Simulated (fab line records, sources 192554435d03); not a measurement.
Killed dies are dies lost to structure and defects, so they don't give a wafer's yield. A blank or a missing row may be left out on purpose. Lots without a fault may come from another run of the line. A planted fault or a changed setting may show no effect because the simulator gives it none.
Chamber matching | flow n5_finfet | N5_SDB_CUT_ETCH_26 on rie_si-02: 4 sister chambers
The step etches Si in HBr/Cl2/O2, target depth 129.6 nm, bt time 20 s, time 51.8 s. 8 wafers are shown with their chamber, then 9 later ones without.

WAFERS WITH THEIR CHAMBER
wafer  | chamber | drypump_motor_current_A (A) | throttle_valve_pct (%)
L081.1 | 0       | 6.2                         | 37.6
L081.6 | 1       | 6.0                         | 37.2
L086.3 | 0       | 6.3                         | 37.6
L086.5 | 3       | 5.4                         | 37.4
L086.6 | 2       | 5.8                         | 37.0
L089.1 | 3       | 5.4                         | 37.5
L089.2 | 1       | 6.0                         | 37.2
L089.5 | 2       | 5.8                         | 37.1

WAFERS WITHOUT THEIR CHAMBER
wafer  | drypump_motor_current_A (A) | throttle_valve_pct (%)
L090.2 | 6.3                         | 37.6
L090.3 | 6.0                         | 37.2
L090.6 | 6.3                         | 37.6
L094.1 | 5.4                         | 37.5
L094.3 | 6.0                         | 37.2
L094.4 | 6.3                         | 37.6
L095.1 | 5.8                         | 37.0
L095.3 | 6.0                         | 37.2
L095.6 | 6.2                         | 37.6

WHICH CHAMBER EACH WENT THROUGH
wafer  | from the rows above | in truth
L090.2 | 0                   | 0
L090.3 | 1                   | 1
L090.6 | 0                   | 0
L094.1 | 3                   | 3
L094.3 | 1                   | 1
L094.4 | 0                   | 0
L095.1 | 2                   | 2
L095.3 | 1                   | 1
L095.6 | 0                   | 0
Placed correctly: 9 of 9. Can't be placed from these rows: 0. Placed wrongly: 0.
How it was worked out, from the rows above alone: a wafer's distance from a chamber is the root of the sum, over the readings, of the square of ((its reading less the chamber's mean) divided by the reading's scatter). The wafer belongs to the nearest chamber; if the next one is less than 2 further off, it can't be placed. A chamber's mean is the mean of its shown wafers. The scatter: the root of (the sum of the squares of (reading less its chamber's mean) over the shown wafers, divided by (wafers less chambers)).
